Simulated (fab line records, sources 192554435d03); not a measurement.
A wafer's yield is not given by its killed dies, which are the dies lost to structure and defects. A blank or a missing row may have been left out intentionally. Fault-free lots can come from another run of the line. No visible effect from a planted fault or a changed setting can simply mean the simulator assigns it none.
Which tool was responsible?	flow n5_finfet	12 lots, 36 wafers sampled, at 4 steps of a route of 1938

## WHAT THE GAUGES READ, wafer by wafer
N5_BEOL_M0_RS_MEAS_126: measures by four-point-probe.
lot	measured	on	M0_RS (ohm/sq)
L075	day 6 11:36	film_metro-01	0.523 0.555 0.516
L077	day 6 16:22	film_metro-01	0.535 0.589 0.527
L079	day 7 06:20	film_metro-02	0.518 0.498 0.498
L081	day 7 17:34	film_metro-01	0.509 0.514 0.509
L083	day 8 04:02	film_metro-01	0.513 0.544 0.520
L085	day 9 01:05	film_metro-02	0.543 0.544 0.532
L086	day 9 06:23	film_metro-01	0.531 0.505 0.508
L089	day 9 18:50	film_metro-01	0.534 0.531 0.562
L091	day 10 08:28	film_metro-02	0.526 0.530 0.520
L093	day 10 16:34	film_metro-01	0.525 0.518 0.519
L094	day 11 07:43	film_metro-01	0.535 0.515 0.509
L097	day 11 15:57	film_metro-01	0.514 0.514 0.510

## WHAT TOOL EACH LOT RAN ON (gives the tool, then ch and the chambers of the sampled wafers, and finally the start)
lot	N5_BEOL_M0_PRE_CLEAN_113	N5_BEOL_M0_ANNEAL_117	N5_BEOL_M0_SPUTTER_141
L075	pvd_sputter-01, day 6 08:23	pvd_sputter-02, day 6 09:37	pvd_sputter-02, day 6 09:54
L077	pvd_sputter-02, day 6 14:05	pvd_sputter-02, day 6 14:53	pvd_sputter-02, day 6 15:10
L079	pvd_sputter-02, day 7 02:49	pvd_sputter-01, day 7 04:58	pvd_sputter-01, day 7 05:14
L081	pvd_sputter-03, day 7 13:56	pvd_sputter-01, day 7 14:40	pvd_sputter-01, day 7 14:57
L083	pvd_sputter-02, day 8 01:34	pvd_sputter-02, day 8 02:16	pvd_sputter-02, day 8 02:32
L085	pvd_sputter-02, day 8 21:02	pvd_sputter-01, day 8 23:45	pvd_sputter-01, day 9 00:02
L086	pvd_sputter-03, day 9 02:45	pvd_sputter-02, day 9 05:03	pvd_sputter-02, day 9 05:20
L089	pvd_sputter-02, day 9 16:51	pvd_sputter-02, day 9 17:31	pvd_sputter-02, day 9 17:47
L091	pvd_sputter-03, day 10 06:04	pvd_sputter-03, day 10 07:04	pvd_sputter-03, day 10 07:20
L093	pvd_sputter-03, day 10 14:40	pvd_sputter-01, day 10 15:13	pvd_sputter-01, day 10 15:30
L094	pvd_sputter-01, day 11 05:42	pvd_sputter-01, day 11 06:22	pvd_sputter-01, day 11 06:38
L097	pvd_sputter-03, day 11 13:43	pvd_sputter-03, day 11 14:35	pvd_sputter-03, day 11 14:52
- N5_BEOL_M0_PRE_CLEAN_113: time 30 s.
- N5_BEOL_M0_ANNEAL_117: time 60 s.
- N5_BEOL_M0_SPUTTER_141: material Cu, target thk 4 nm, time 7.37 s.

## THE ANSWER, worked out from the rows above alone
Rule: usual is defined by the lots themselves. Put in order of their means at a reading, lots are off if they are a third of the lots or fewer, leave a main group of 4 or more, and stand apart from it by a gap of 3 or more times the standard deviation of the main group's means; of several such gaps the widest counts. The tables above print the reading to a certain number of digits; a main group whose means all agree to those digits is not used. Also off: a lot with no number at a reading for which 4 or more lots have one. Where the step has rows for the other lots, those lots are counted as sound.
No lot is off at any reading shown: from this, nothing can be told.

## WHAT THE SIMULATOR HAD PUT IN
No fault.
